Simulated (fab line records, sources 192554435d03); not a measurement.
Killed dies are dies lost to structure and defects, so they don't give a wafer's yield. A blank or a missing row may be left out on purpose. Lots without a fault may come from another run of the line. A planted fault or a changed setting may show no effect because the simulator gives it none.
fab line records | flow n5_finfet
record lots=11 wafers=33 last_day=19
route steps=1938 shown BEOL_M1@834 BEOL_M2@847 BEOL_M4@1111 PASSIVATION@1936
lots that met no fault: from a run of the same line without faults
start_h: hours from the record's first day to the start of the lot's first wafer shown | wait_h: hours since the lot's step before | " the same as in the row above | L1.1+2: a row that stands for several wafers | - no value, or no start given | * or withheld: withheld | < > ~ a bound
route shown NAME@n: a module of which the file shows steps, and the number in the route of the first | usual: mean/standard deviation of fault-free wafers | same: alike in all rows | chamber/n: place in a boat | sites: the reading at each site | _std_site: their standard deviation | _edge_site: outer sites' mean less inner sites' | radius_mm: how far each site lies from the wafer's centre | mask NAME#n: copy n | behind: the tool/chamber that last shaped the wafer | hold: why the lot was held/for how many hours/how that ended | device: the transistor (n, p or np) that didn't switch | end of line: the same wafers' tests at the end of the route | a step without rows: its recipe alone | killed: dies lost to structure and defects at the first sort, not the wafer's yield | map: a wafer's dies, x killed, . not, _ none there
set.NAME: the setting as run; set.NAME@STEP: as run at that earlier step | model.NAME: the simulator's own value behind a step, which no gauge read
steps of the route over a sample of lots; a table a step, a row a wafer
services: from which hour (start_h, from the record's first day; less than 0 if before it) a tool's chamber was out of use, for how many hours, and why
## steps
# step N5_BEOL_M1_THK_MEAS_53
# recipe thk_meas_gauge=xrf reads=Cu_of_BEOL_M1_ECD_50
# usual M1_THK=39.8/1.3
# columns lot.wafer tool chamber start_h wait_h M1_THK[nm]
L805.3 film_metro-02 - 135.79 - 39.9
L805.5 " - " " 40.3
L805.6 " - " " 40.6
L806.2 film_metro-02 - 142.12 - 40.9
L806.4 " - " " 40.3
L806.5 " - " " 42.5
L807.2 film_metro-01 - 144.97 - 39.6
L807.4 " - " " 39.5
L807.5 " - " " 40.9
L808.1 film_metro-01 - 150.95 - 39.9
L808.3 " - " " 39.3
L808.5 " - " " 40.5
L812.1 film_metro-02 - 173.53 - 39.9
L812.3 " - " " 39.3
L812.4 " - " " 40.7
L811.1 film_metro-01 - 176.67 - 37.5
L811.2 " - " " 36.6
L811.5 " - " " 39.5
L821.1 film_metro-01 - 229.00 - 39.3
L821.2 " - " " 38.2
L821.4 " - " " 40.0
L820.1 film_metro-02 - 230.81 - 40.1
L820.2 " - " " 41.3
L820.4 " - " " 41.3
L825.1 film_metro-01 - 257.47 - 40.0
L825.2 " - " " 41.2
L825.5 " - " " 41.2
L827.2 film_metro-02 - 274.50 - 36.5
L827.5 " - " " 38.8
L827.6 " - " " 38.4
L826.1 film_metro-01 - 277.10 - 40.1
L826.5 " - " " 38.1
L826.6 " - " " 38.9
# step N5_BEOL_M2_COAT_73
# recipe resist=underlayer temp_c=205 time_s=60 spin_rpm=1500 resist_thk_nm=5
# usual chill_plate_temp_C=23.00/0.098 heater_power_total_W=391.7/1.3 plate_temp_C=205.02/0.15
# columns lot.wafer tool chamber start_h wait_h chill_plate_temp_C heater_power_total_W plate_temp_C
L805.3 litho_track-02 0 138.37 - 23.06 392.0 204.76
L805.5 " 0 " " 23.09 391.9 205.06
L805.6 " 0 " " 23.00 390.9 204.96
L806.2 litho_track-03 0 144.51 - 22.96 391.3 204.91
L806.4 " 0 " " 23.03 394.0 205.06
L806.5 " 0 " " 22.91 392.2 205.18
L807.2 litho_track-04 0 147.36 - 22.91 390.0 205.04
L807.4 " 0 " " 22.76 394.0 205.09
L807.5 " 0 " " 22.97 392.4 204.94
L808.1 litho_track-04 0 152.26 - 23.10 391.5 204.96
L808.3 " 0 " " 22.92 393.5 205.12
L808.5 " 0 " " 22.92 390.9 204.98
L812.1 litho_track-04 0 177.09 - 22.93 392.8 205.37
L812.3 " 0 " " 23.05 390.9 205.28
L812.4 " 0 " " 23.09 393.1 205.02
L811.1 litho_track-02 0 177.89 - 22.86 392.9 205.07
L811.2 " 0 " " 22.93 390.4 204.86
L811.5 " 0 " " 23.07 392.7 205.33
L821.1 litho_track-02 0 230.71 - 22.92 413.2 214.40
L821.2 " 0 " " 22.98 414.9 214.66
L821.4 " 0 " " 22.90 411.8 214.36
L820.1 litho_track-02 0 233.55 - 23.00 415.1 214.37
L820.2 " 0 " " 23.00 413.9 214.56
L820.4 " 0 " " 22.96 414.9 214.30
L825.1 litho_track-04 0 259.25 - 22.98 393.4 205.04
L825.2 " 0 " " 23.14 393.2 205.19
L825.5 " 0 " " 23.16 391.3 205.16
L827.2 litho_track-03 0 278.53 - 23.00 391.0 205.06
L827.5 " 0 " " 23.04 390.4 205.33
L827.6 " 0 " " 22.88 392.0 205.20
L826.1 litho_track-04 0 279.03 - 22.91 390.8 205.00
L826.5 " 0 " " 23.06 390.8 204.98
L826.6 " 0 " " 22.94 392.8 204.77
# step N5_BEOL_M2_CD_MEAS_11
# recipe target_cd_nm=16.79 landing_energy_ev=500 detector=se_inlens polarity=opening
# usual cd_nm=16.80/0.23
# columns lot.wafer tool chamber start_h wait_h cd_nm
L805.3 cd_sem-03 0 138.76 - 16.53
L805.5 " 0 " " 16.78
L805.6 " 0 " " 16.87
L806.2 cd_sem-02 0 144.92 - 16.74
L806.4 " 0 " " 16.30
L806.5 " 0 " " 16.96
L807.2 cd_sem-01 0 147.62 - 16.76
L807.4 " 0 " " 16.73
L807.5 " 0 " " 16.87
L808.1 cd_sem-01 0 152.52 - 16.85
L808.3 " 0 " " 16.73
L808.5 " 0 " " 16.58
L812.1 cd_sem-01 0 177.35 - 16.55
L812.3 " 0 " " 16.39
L812.4 " 0 " " 16.53
L811.1 cd_sem-03 0 178.15 - 16.91
L811.2 " 0 " " 16.67
L811.5 " 0 " " 16.89
L821.1 cd_sem-02 0 230.97 - 16.90
L821.2 " 0 " " 16.68
L821.4 " 0 " " 16.95
L820.1 cd_sem-03 0 233.81 - 17.07
L820.2 " 0 " " 16.81
L820.4 " 0 " " 16.79
L825.1 cd_sem-02 0 259.52 - 16.75
L825.2 " 0 " " 16.96
L825.5 " 0 " " 16.54
L827.2 cd_sem-02 0 278.79 - 16.78
L827.5 " 0 " " 17.00
L827.6 " 0 " " 16.90
L826.1 cd_sem-02 0 279.42 - 16.55
L826.5 " 0 " " 16.89
L826.6 " 0 " " 16.89
# step N5_BEOL_M2_OVL_MEAS_12
# recipe points_per_wafer=522
# usual M2_OVL=-0.6/0.78
# columns lot.wafer tool chamber start_h wait_h M2_OVL[nm]
L805.3 overlay-01 0 138.80 0.0 -0.4
L805.5 " 0 " " -0.8
L805.6 " 0 " " -1.5
L806.2 overlay-02 0 144.95 0.0 -0.2
L806.4 " 0 " " -0.3
L806.5 " 0 " " -0.7
L807.2 overlay-01 0 147.66 0.0 -2.6
L807.4 " 0 " " -1.7
L807.5 " 0 " " -1.4
L808.1 overlay-01 0 152.55 0.0 -1.2
L808.3 " 0 " " -0.4
L808.5 " 0 " " -0.7
L812.1 overlay-02 0 177.38 0.0 -1.5
L812.3 " 0 " " -1.3
L812.4 " 0 " " -0.7
L811.1 overlay-02 0 178.18 0.0 0.1
L811.2 " 0 " " -0.2
L811.5 " 0 " " 0.1
L821.1 overlay-01 0 231.00 0.0 -1.2
L821.2 " 0 " " 0.1
L821.4 " 0 " " -0.2
L820.1 overlay-02 0 233.84 0.0 -1.0
L820.2 " 0 " " -1.2
L820.4 " 0 " " -1.3
L825.1 overlay-02 0 259.55 0.0 0.1
L825.2 " 0 " " 0.6
L825.5 " 0 " " 0.3
L827.2 overlay-01 0 278.83 0.0 -0.7
L827.5 " 0 " " -0.5
L827.6 " 0 " " -1.0
L826.1 overlay-02 0 279.45 0.0 -0.1
L826.5 " 0 " " 1.0
L826.6 " 0 " " -1.5
# step N5_BEOL_M4_RC_MEAS_101
# usual DIBL_N=36.1/1.3 DIBL_P=36.1/1.7 IOFF_N=0.154/0.022 IOFF_P=0.201/0.024 ION_N=675/8.9 ION_P=462/5.9 SS_N=71.5/0.49 SS_P=73.3/0.58 VT_N=250.0/2.7 VT_P=-251.3/2.7
# columns lot.wafer tool chamber start_h wait_h DIBL_N[mV/V] DIBL_P[mV/V] IOFF_N[nA/um] IOFF_P[nA/um] ION_N[uA/um] ION_P[uA/um] SS_N[mV/dec] SS_P[mV/dec] VT_N[mV] VT_P[mV]
L805.3 prober-02 0 170.07 0.3 34.0 33.8 0.133 0.171 662 449 71.7 72.9 250.9 -255.2
L805.5 " 0 " " 33.7 33.7 0.128 0.170 672 464 71.9 73.1 254.0 -254.0
L805.6 " 0 " " 33.8 33.5 0.129 0.167 662 456 71.2 72.6 252.7 -255.0
L806.2 prober-01 0 170.57 0.2 36.8 37.7 0.168 0.185 678 452 72.2 73.7 250.7 -254.7
L806.4 " 0 " " 36.0 36.4 0.146 0.172 662 452 71.3 73.7 251.7 -253.2
L806.5 " 0 " " 37.6 38.3 0.165 0.184 676 448 72.1 73.5 250.3 -254.9
L808.1 prober-01 0 187.55 0.0 36.1 37.1 0.179 0.224 685 463 71.1 73.4 247.2 -246.5
L808.3 " 0 " " 35.2 35.6 0.158 0.199 682 461 71.2 73.2 248.8 -250.6
L808.5 " 0 " " 34.5 35.4 0.144 0.200 669 465 71.1 73.5 252.7 -250.5
L807.2 prober-02 0 189.27 0.2 37.6 37.2 0.164 0.216 681 468 71.6 73.5 250.3 -249.2
L807.4 " 0 " " 38.4 38.5 0.181 0.235 684 468 72.1 73.9 248.3 -249.2
L807.5 " 0 " " 35.2 34.9 0.134 0.184 681 466 71.5 73.4 252.3 -253.5
L811.1 prober-02 0 212.89 0.0 36.1 34.8 0.155 0.202 669 464 71.9 72.5 250.6 -253.7
L811.2 " 0 " " 35.3 33.5 0.148 0.184 682 462 72.0 72.7 249.2 -254.6
L811.5 " 0 " " 35.4 33.9 0.141 0.189 674 465 71.2 73.1 253.0 -253.1
L812.1 prober-01 0 227.34 0.0 35.2 35.5 0.131 0.189 672 461 71.0 73.0 251.7 -250.1
L812.3 " 0 " " 36.0 35.5 0.134 0.192 668 463 71.3 72.4 250.1 -248.9
L812.4 " 0 " " 36.5 36.9 0.146 0.214 676 465 71.0 73.2 249.3 -249.1
L820.1 prober-01 0 262.90 0.0 36.7 38.5 0.165 0.205 672 457 72.0 73.8 250.8 -254.0
L820.2 " 0 " " 37.5 40.4 0.185 0.235 682 459 71.9 74.1 251.0 -249.4
L820.4 " 0 " " 35.5 37.5 0.140 0.195 654 449 71.7 73.5 254.2 -251.7
L821.1 prober-02 0 287.81 0.0 36.5 37.5 0.156 0.221 674 468 71.2 73.8 251.3 -248.6
L821.2 " 0 " " 36.1 37.5 0.160 0.216 676 470 72.1 72.7 251.1 -247.2
L821.4 " 0 " " 35.8 37.1 0.146 0.205 665 464 72.0 72.9 253.0 -247.0
L825.1 prober-01 0 293.85 0.0 36.3 37.0 0.169 0.199 683 464 71.6 73.0 247.2 -252.2
L825.2 " 0 " " 36.2 36.7 0.165 0.196 672 453 71.1 73.2 248.2 -250.7
L825.5 " 0 " " 37.9 38.0 0.194 0.216 690 465 71.3 73.8 245.6 -248.9
L826.1 prober-02 0 319.48 0.0 38.7 39.5 0.196 0.268 696 478 72.4 73.9 244.5 -245.7
L826.5 " 0 " " 37.4 38.0 0.174 0.247 681 470 72.2 73.6 245.3 -248.8
L826.6 " 0 " " 36.1 36.4 0.147 0.211 670 464 71.9 73.0 251.1 -247.4
L827.2 prober-01 0 322.61 0.2 35.0 35.5 0.129 0.156 667 456 71.1 73.3 251.5 -255.6
L827.5 " 0 " " 35.0 36.1 0.136 0.168 678 460 71.8 72.9 249.9 -253.4
L827.6 " 0 " " 35.9 36.4 0.141 0.169 677 462 72.3 73.3 250.5 -256.6
# step N5_PASSIVATION_PROBE_49
# usual defect_limited_yield=90.9/1.3 killed_at_M0_to_M3=35/10 killed_at_M4_up=15/5.7 killed_at_contacts=14/6.4 killed_at_front_end=40/11 killed_at_other=4/3.1 killed_dies=108/16 killed_open=71/11 killed_short=34/7.7 sort_bin_5_function=5.4/0.9 sort_bin_6_memory=3.4/0.61 sort_n_pass=1072/16 sort_yield_pct=90.9/1.3
# same gross_dies=1180 killed_at_back_side=0 sort_bin_4_leakage[%]=0 sort_bin_8_speed[%]=0
# columns lot.wafer tool chamber start_h wait_h defect_limited_yield[%] killed_at_M0_to_M3 killed_at_M4_up killed_at_contacts killed_at_front_end killed_at_other killed_dies killed_open killed_short sort_bin_5_function[%] sort_bin_6_memory[%] sort_n_pass sort_yield_pct[%]
L806.2 prober-01 - 272.96 0.1 89.5 66 9 22 23 4 124 91 33 6.4 4.0 1056 89.5
L806.4 prober-01 - 273.06 0.2 91.1 40 14 20 30 1 105 69 33 5.6 3.2 1075 91.1
L806.5 prober-01 - 273.11 0.2 91.7 31 10 14 39 4 98 67 28 4.7 3.1 1082 91.7
L820.1 prober-01 - 369.59 0.0 91.3 39 16 10 33 5 103 67 34 5.3 3.0 1077 91.3
L820.2 prober-01 - 369.64 0.1 91.9 31 14 16 32 3 96 61 35 5.6 2.3 1084 91.9
L820.4 prober-01 - 369.74 0.2 91.4 50 12 6 29 5 102 75 24 5.2 3.5 1078 91.4
# killed by level:class
L806.2 BEOL_M3:geometric_particle:open=23 MOL_CONTACT_COAG:geometric_particle:open=15 BEOL_M0_SAQP:geometric_particle:short=12 FIN_SAQP:geometric_particle:open=8 BEOL_M2:geometric_particle:open=8 MOL_CONTACT_COAG:geometric_particle:short=7 BEOL_M0_SAQP:geometric_particle:open=7 BEOL_M1:geometric_particle:open=7
L806.4 MOL_CONTACT_COAG:geometric_particle:open=14 BEOL_M3:geometric_particle:open=10 BEOL_M2:geometric_particle:open=7 STI_FIN_REVEAL:geometric_particle:open=6 BEOL_M0:geometric_particle:open=5 MOL_CONTACT_COAG:geometric_particle:short=5 STARTING-WAFER:geometric_particle:open=5 BEOL_M3:geometric_particle:short=5
L806.5 MOL_CONTACT_COAG:geometric_particle:open=13 FIN_SAQP:geometric_particle:open=9 STI_FIN_REVEAL:geometric_particle:open=6 BEOL_M1:geometric_particle:open=6 BEOL_M3:geometric_particle:open=6 FIN_SAQP:geometric_particle:short=5 DUMMY_GATE:geometric_particle:open=5 BEOL_M2:geometric_particle:open=5
L820.1 MOL_CONTACT_COAG:geometric_particle:open=10 BEOL_M0_SAQP:geometric_particle:open=8 BEOL_M2:geometric_particle:open=8 FIN_SAQP:geometric_particle:open=7 GATE_CUT:geometric_particle:short=7 BEOL_M1:geometric_particle:open=5 GATE_CUT:geometric_particle:open=5 BEOL_M0_SAQP:geometric_particle:short=5
L820.2 MOL_CONTACT_COAG:geometric_particle:open=14 FIN_SAQP:geometric_particle:open=7 FIN_SAQP:geometric_particle:short=7 BEOL_M0_SAQP:geometric_particle:open=7 BEOL_M0_SAQP:geometric_particle:short=6 BEOL_M4:geometric_particle:open=6 BEOL_M0:geometric_particle:open=5 BEOL_M2:geometric_particle:open=5
L820.4 BEOL_M2:geometric_particle:open=18 BEOL_M1:geometric_particle:open=9 BEOL_M0_SAQP:geometric_particle:short=8 FIN_SAQP:geometric_particle:open=6 DUMMY_GATE:geometric_particle:open=6 STI_FIN_REVEAL:geometric_particle:open=5 BEOL_M0_SAQP:geometric_particle:open=5 BEOL_M0:geometric_particle:open=5
## services
# columns tool chamber start_h hours kind
litho_track-02 - 180.95 - consumable_replace:filter
## key
first_sign step=N5_BEOL_M2_COAT_73 reading=plate_temp_C direction=up sigmas=65 usual=* struck=*
effect step=N5_BEOL_M2_COAT_73 reading=heater_power_total_W direction=up sigmas=17 usual=* struck=*
met_at N5_BEOL_M2_COAT_73
struck_lots L820,L821
not_acting_at N5_BEOL_M1_THK_MEAS_53,N5_BEOL_M2_CD_MEAS_11,N5_BEOL_M2_OVL_MEAS_12
onset_between 177.89 230.71
fault kind=process_parameter_drift tool=litho_track-02 chamber=- onset_h=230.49 steps=N5_BEOL_M2_COAT_73 channel=temp_c offset=* shape=step end_h=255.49 acts_in=* stated=*
